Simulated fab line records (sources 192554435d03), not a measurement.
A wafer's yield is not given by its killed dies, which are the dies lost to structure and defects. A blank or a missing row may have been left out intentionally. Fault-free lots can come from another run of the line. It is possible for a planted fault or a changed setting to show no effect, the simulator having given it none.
Matching of chambers / flow n5 finfet / 4 sister chambers for N5_MOL_CONTACT_COAG_ETCH_67 on rie diel-03
The step etches SOC in N2/H2, target depth 60 nm, overetch 21 nm, time 101.2 s. 18 wafers are shown with their chamber, then 8 later ones without.

== WAFERS, EACH WITH ITS CHAMBER ==
wafer=L941.1; chamber=1; showerhead plenum p Torr (Torr)=2.49; oes product au (a.u.)=0.78; drypump motor current A (A)=6.0
wafer=L941.4; chamber=3; showerhead plenum p Torr (Torr)=2.50; oes product au (a.u.)=0.60; drypump motor current A (A)=5.8
wafer=L941.6; chamber=1; showerhead plenum p Torr (Torr)=2.49; oes product au (a.u.)=0.77; drypump motor current A (A)=6.0
wafer=L943.1; chamber=1; showerhead plenum p Torr (Torr)=2.49; oes product au (a.u.)=0.75; drypump motor current A (A)=6.0
wafer=L943.3; chamber=3; showerhead plenum p Torr (Torr)=2.50; oes product au (a.u.)=0.60; drypump motor current A (A)=5.8
wafer=L943.5; chamber=2; showerhead plenum p Torr (Torr)=2.61; oes product au (a.u.)=0.80; drypump motor current A (A)=5.3
wafer=L944.1; chamber=1; showerhead plenum p Torr (Torr)=2.49; oes product au (a.u.)=0.75; drypump motor current A (A)=6.0
wafer=L944.2; chamber=3; showerhead plenum p Torr (Torr)=2.50; oes product au (a.u.)=0.60; drypump motor current A (A)=5.7
wafer=L944.4; chamber=2; showerhead plenum p Torr (Torr)=2.61; oes product au (a.u.)=0.79; drypump motor current A (A)=5.3
wafer=L945.1; chamber=3; showerhead plenum p Torr (Torr)=2.50; oes product au (a.u.)=0.59; drypump motor current A (A)=5.8
wafer=L945.3; chamber=1; showerhead plenum p Torr (Torr)=2.49; oes product au (a.u.)=0.75; drypump motor current A (A)=6.0
wafer=L945.4; chamber=1; showerhead plenum p Torr (Torr)=2.49; oes product au (a.u.)=0.74; drypump motor current A (A)=6.0
wafer=L946.1; chamber=2; showerhead plenum p Torr (Torr)=2.61; oes product au (a.u.)=0.77; drypump motor current A (A)=5.4
wafer=L946.3; chamber=0; showerhead plenum p Torr (Torr)=2.59; oes product au (a.u.)=0.81; drypump motor current A (A)=5.8
wafer=L946.5; chamber=0; showerhead plenum p Torr (Torr)=2.59; oes product au (a.u.)=0.82; drypump motor current A (A)=5.9
wafer=L947.2; chamber=2; showerhead plenum p Torr (Torr)=2.61; oes product au (a.u.)=0.77; drypump motor current A (A)=5.3
wafer=L947.4; chamber=2; showerhead plenum p Torr (Torr)=2.60; oes product au (a.u.)=0.77; drypump motor current A (A)=5.3
wafer=L947.6; chamber=0; showerhead plenum p Torr (Torr)=2.59; oes product au (a.u.)=0.80; drypump motor current A (A)=5.9

SIGNATURES (averages over the wafers above)
reading=showerhead plenum p Torr; chamber 0=2.5900; chamber 1=2.4900; chamber 2=2.6080; chamber 3=2.5000; scatter within a chamber=0.00239
reading=oes product au; chamber 0=0.8100; chamber 1=0.7567; chamber 2=0.7800; chamber 3=0.5975; scatter within a chamber=0.0126
reading=drypump motor current A; chamber 0=5.867; chamber 1=6.000; chamber 2=5.320; chamber 3=5.775; scatter within a chamber=0.0398
Rule: a wafer lies at a distance from a chamber equal to the root of the sum of squares, over the readings, of (its reading less the chamber's mean, divided by the reading's scatter). The wafer belongs to the nearest chamber; if the next one is less than 2 further off, it can't be placed. How the scatter is found: for the shown wafers, subtract from each reading the mean of its chamber, square and add these, divide the total by (wafers less chambers), then take the root.

== WAFERS WHOSE CHAMBER IS MISSING ==
wafer=L953.4; showerhead plenum p Torr (Torr)=2.49; oes product au (a.u.)=0.79; drypump motor current A (A)=5.7
wafer=L953.5; showerhead plenum p Torr (Torr)=2.49; oes product au (a.u.)=0.80; drypump motor current A (A)=5.7
wafer=L957.2; showerhead plenum p Torr (Torr)=2.48; oes product au (a.u.)=0.71; drypump motor current A (A)=6.0
wafer=L957.4; showerhead plenum p Torr (Torr)=2.60; oes product au (a.u.)=0.73; drypump motor current A (A)=5.3
wafer=L957.6; showerhead plenum p Torr (Torr)=2.48; oes product au (a.u.)=0.71; drypump motor current A (A)=6.0
wafer=L962.1; showerhead plenum p Torr (Torr)=2.47; oes product au (a.u.)=0.70; drypump motor current A (A)=6.0
wafer=L962.2; showerhead plenum p Torr (Torr)=2.58; oes product au (a.u.)=0.74; drypump motor current A (A)=5.9
wafer=L962.6; showerhead plenum p Torr (Torr)=2.58; oes product au (a.u.)=0.74; drypump motor current A (A)=5.9

== CHAMBER TAKEN BY EACH ==
wafer=L953.4; from the rows above=1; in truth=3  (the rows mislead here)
wafer=L953.5; from the rows above=1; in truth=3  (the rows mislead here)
wafer=L957.2; from the rows above=1; in truth=1
wafer=L957.4; from the rows above=2; in truth=2
wafer=L957.6; from the rows above=1; in truth=1
wafer=L962.1; from the rows above=1; in truth=1
wafer=L962.2; from the rows above=0; in truth=0
wafer=L962.6; from the rows above=0; in truth=0
Placed correctly: 6 of 8. Left unplaced by these rows: 0. Placed wrongly: 2.
